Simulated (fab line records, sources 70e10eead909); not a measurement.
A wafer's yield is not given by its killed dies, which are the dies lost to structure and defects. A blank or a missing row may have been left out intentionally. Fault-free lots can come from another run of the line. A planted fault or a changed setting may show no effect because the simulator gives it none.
Matching of chambers / flow nandHarc / NHARC_P_GATE_DESCUM_13 on rieDiel-13: 4 sister chambers
The step chemistry O2, time 3 s. 22 wafers are shown with their chamber, then 11 later ones without.

## WAFERS, EACH WITH ITS CHAMBER
wafer=L076.1; chamber=3; showerheadPlenumPTorr (Torr)=1.79; drypumpMotorCurrentA (A)=5.5; oesProductAu (a.u.)=0.993
wafer=L076.4; chamber=0; showerheadPlenumPTorr (Torr)=1.85; drypumpMotorCurrentA (A)=5.8; oesProductAu (a.u.)=0.996
wafer=L076.5; chamber=3; showerheadPlenumPTorr (Torr)=1.79; drypumpMotorCurrentA (A)=5.6; oesProductAu (a.u.)=1.002
wafer=L077.2; chamber=1; showerheadPlenumPTorr (Torr)=1.95; drypumpMotorCurrentA (A)=6.0; oesProductAu (a.u.)=1.032
wafer=L077.4; chamber=2; showerheadPlenumPTorr (Torr)=2.00; drypumpMotorCurrentA (A)=5.7; oesProductAu (a.u.)=1.015
wafer=L077.5; chamber=0; showerheadPlenumPTorr (Torr)=1.85; drypumpMotorCurrentA (A)=5.8; oesProductAu (a.u.)=1.004
wafer=L079.2; chamber=2; showerheadPlenumPTorr (Torr)=2.00; drypumpMotorCurrentA (A)=5.7; oesProductAu (a.u.)=1.016
wafer=L079.4; chamber=1; showerheadPlenumPTorr (Torr)=1.95; drypumpMotorCurrentA (A)=6.0; oesProductAu (a.u.)=1.021
wafer=L079.5; chamber=0; showerheadPlenumPTorr (Torr)=1.85; drypumpMotorCurrentA (A)=5.8; oesProductAu (a.u.)=0.990
wafer=L079.1; chamber=1; showerheadPlenumPTorr (Torr)=1.95; drypumpMotorCurrentA (A)=6.0; oesProductAu (a.u.)=1.024
wafer=L079.3; chamber=0; showerheadPlenumPTorr (Torr)=1.85; drypumpMotorCurrentA (A)=5.8; oesProductAu (a.u.)=0.982
wafer=L079.6; chamber=2; showerheadPlenumPTorr (Torr)=2.00; drypumpMotorCurrentA (A)=5.7; oesProductAu (a.u.)=1.011
wafer=L080.1; chamber=3; showerheadPlenumPTorr (Torr)=1.79; drypumpMotorCurrentA (A)=5.5; oesProductAu (a.u.)=0.989
wafer=L080.2; chamber=1; showerheadPlenumPTorr (Torr)=1.95; drypumpMotorCurrentA (A)=6.0; oesProductAu (a.u.)=1.025
wafer=L080.6; chamber=3; showerheadPlenumPTorr (Torr)=1.79; drypumpMotorCurrentA (A)=5.5; oesProductAu (a.u.)=0.985
wafer=L081.1; chamber=0; showerheadPlenumPTorr (Torr)=1.85; drypumpMotorCurrentA (A)=5.8; oesProductAu (a.u.)=0.983
wafer=L081.4; chamber=1; showerheadPlenumPTorr (Torr)=1.95; drypumpMotorCurrentA (A)=6.0; oesProductAu (a.u.)=1.017
wafer=L081.5; chamber=2; showerheadPlenumPTorr (Torr)=2.00; drypumpMotorCurrentA (A)=5.7; oesProductAu (a.u.)=1.021
wafer=L087.1; chamber=0; showerheadPlenumPTorr (Torr)=1.85; drypumpMotorCurrentA (A)=5.8; oesProductAu (a.u.)=1.000
wafer=L087.2; chamber=1; showerheadPlenumPTorr (Torr)=1.94; drypumpMotorCurrentA (A)=6.0; oesProductAu (a.u.)=1.012
wafer=L087.3; chamber=2; showerheadPlenumPTorr (Torr)=2.00; drypumpMotorCurrentA (A)=5.7; oesProductAu (a.u.)=1.012
wafer=L090.2; chamber=3; showerheadPlenumPTorr (Torr)=1.79; drypumpMotorCurrentA (A)=5.5; oesProductAu (a.u.)=0.983

SIGNATURES (means of the wafers above)
reading=showerheadPlenumPTorr; chamber 0=1.8500; chamber 1=1.9483; chamber 2=2.0000; chamber 3=1.7900; scatter within a chamber=0.00215
reading=drypumpMotorCurrentA; chamber 0=5.800; chamber 1=6.000; chamber 2=5.700; chamber 3=5.520; scatter within a chamber=0.0211
reading=oesProductAu; chamber 0=0.99250; chamber 1=1.02183; chamber 2=1.01500; chamber 3=0.99040; scatter within a chamber=0.00721
Rule: distance of a wafer from a chamber = root of the sum over the readings of ((wafer's reading minus chamber's mean) / reading's scatter) squared. If the next closest chamber is less than 2 further off than the closest, the wafer can't be placed; otherwise it belongs to the closest. The scatter is the square root of a quotient: the sum, over the shown wafers, of each reading's squared deviation from its chamber's mean, divided by wafers minus chambers.

## WAFERS WHOSE CHAMBER IS MISSING
wafer=L090.4; showerheadPlenumPTorr (Torr)=1.85; drypumpMotorCurrentA (A)=5.8; oesProductAu (a.u.)=0.993
wafer=L090.5; showerheadPlenumPTorr (Torr)=1.79; drypumpMotorCurrentA (A)=5.5; oesProductAu (a.u.)=0.992
wafer=L091.2; showerheadPlenumPTorr (Torr)=1.94; drypumpMotorCurrentA (A)=6.0; oesProductAu (a.u.)=1.009
wafer=L091.3; showerheadPlenumPTorr (Torr)=1.85; drypumpMotorCurrentA (A)=5.8; oesProductAu (a.u.)=0.985
wafer=L091.4; showerheadPlenumPTorr (Torr)=1.79; drypumpMotorCurrentA (A)=5.5; oesProductAu (a.u.)=0.989
wafer=L096.1; showerheadPlenumPTorr (Torr)=1.84; drypumpMotorCurrentA (A)=5.8; oesProductAu (a.u.)=0.998
wafer=L096.4; showerheadPlenumPTorr (Torr)=2.00; drypumpMotorCurrentA (A)=5.7; oesProductAu (a.u.)=1.014
wafer=L096.6; showerheadPlenumPTorr (Torr)=2.00; drypumpMotorCurrentA (A)=5.7; oesProductAu (a.u.)=1.003
wafer=L097.1; showerheadPlenumPTorr (Torr)=1.79; drypumpMotorCurrentA (A)=5.5; oesProductAu (a.u.)=0.984
wafer=L097.3; showerheadPlenumPTorr (Torr)=1.94; drypumpMotorCurrentA (A)=6.0; oesProductAu (a.u.)=1.023
wafer=L097.5; showerheadPlenumPTorr (Torr)=1.79; drypumpMotorCurrentA (A)=5.5; oesProductAu (a.u.)=0.988

## THE CHAMBER EACH PASSED THROUGH
wafer=L090.4; from the rows above=0; in truth=0
wafer=L090.5; from the rows above=3; in truth=3
wafer=L091.2; from the rows above=1; in truth=1
wafer=L091.3; from the rows above=0; in truth=0
wafer=L091.4; from the rows above=3; in truth=3
wafer=L096.1; from the rows above=0; in truth=0
wafer=L096.4; from the rows above=2; in truth=2
wafer=L096.6; from the rows above=2; in truth=2
wafer=L097.1; from the rows above=3; in truth=3
wafer=L097.3; from the rows above=1; in truth=1
wafer=L097.5; from the rows above=3; in truth=3
11 of 11 placed correctly. Can't be placed from these rows: 0. Placed wrongly: 0.
